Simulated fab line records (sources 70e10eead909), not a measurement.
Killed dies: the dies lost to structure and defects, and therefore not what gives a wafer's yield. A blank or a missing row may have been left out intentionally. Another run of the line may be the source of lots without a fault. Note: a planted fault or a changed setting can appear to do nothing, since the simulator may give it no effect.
Matching of chambers + flow nand-harc + NHARC_P_M0_CMP_23 on cmp-03: 4 sister chambers
The step polishes, t overpolish 20 s, target thk 117.54 nm. 4 wafers are shown with their chamber, then 9 later ones without.

WAFERS PAIRED WITH THEIR CHAMBERS
| wafer  | chamber | motor-current-A (A) |
|--------|---------|---------------------|
| L077.5 | 3       | 9.9                 |
| L083.5 | 0       | 12.9                |
| L085.4 | 1       | 14.0                |
| L085.6 | 2       | 13.8                |

WAFERS WITHOUT THEIR CHAMBER
| wafer  | motor-current-A (A) |
|--------|---------------------|
| L090.2 | 13.4                |
| L090.4 | 14.6                |
| L090.5 | 13.2                |
| L097.1 | 13.8                |
| L097.2 | 10.7                |
| L097.4 | 14.0                |
| L097.3 | 13.2                |
| L097.5 | 14.0                |
| L097.6 | 14.2                |

WHICH CHAMBER EACH ONE RAN IN
| wafer  | from the rows above          | in truth |
|--------|------------------------------|----------|
| L090.2 | can't be placed: 2 or 0 or 1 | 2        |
| L090.4 | can't be placed: 1 or 2      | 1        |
| L090.5 | can't be placed: 0 or 2 or 1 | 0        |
| L097.1 | can't be placed: 2 or 1      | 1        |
| L097.2 | 3                            | 3        |
| L097.4 | can't be placed: 1 or 2      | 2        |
| L097.3 | can't be placed: 0 or 2 or 1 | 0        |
| L097.5 | can't be placed: 1 or 2      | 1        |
| L097.6 | can't be placed: 1 or 2      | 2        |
Correctly placed: 1 of 9. Unplaceable from these rows: 8, with the true chamber sitting among the candidates in 8. Number placed wrongly: 0.
How it was worked out, from the rows above alone: a wafer's distance from a chamber is the root of the sum, over the readings, of the square of ((its reading less the chamber's mean) divided by the reading's scatter). If the next closest chamber is less than 2 further off than the closest, the wafer can't be placed; otherwise it belongs to the closest. Each chamber's mean is taken over the wafers shown for it. The scatter: with one shown wafer a chamber, the root of the mean of the squares of how far each hidden wafer lies from its nearest shown one.
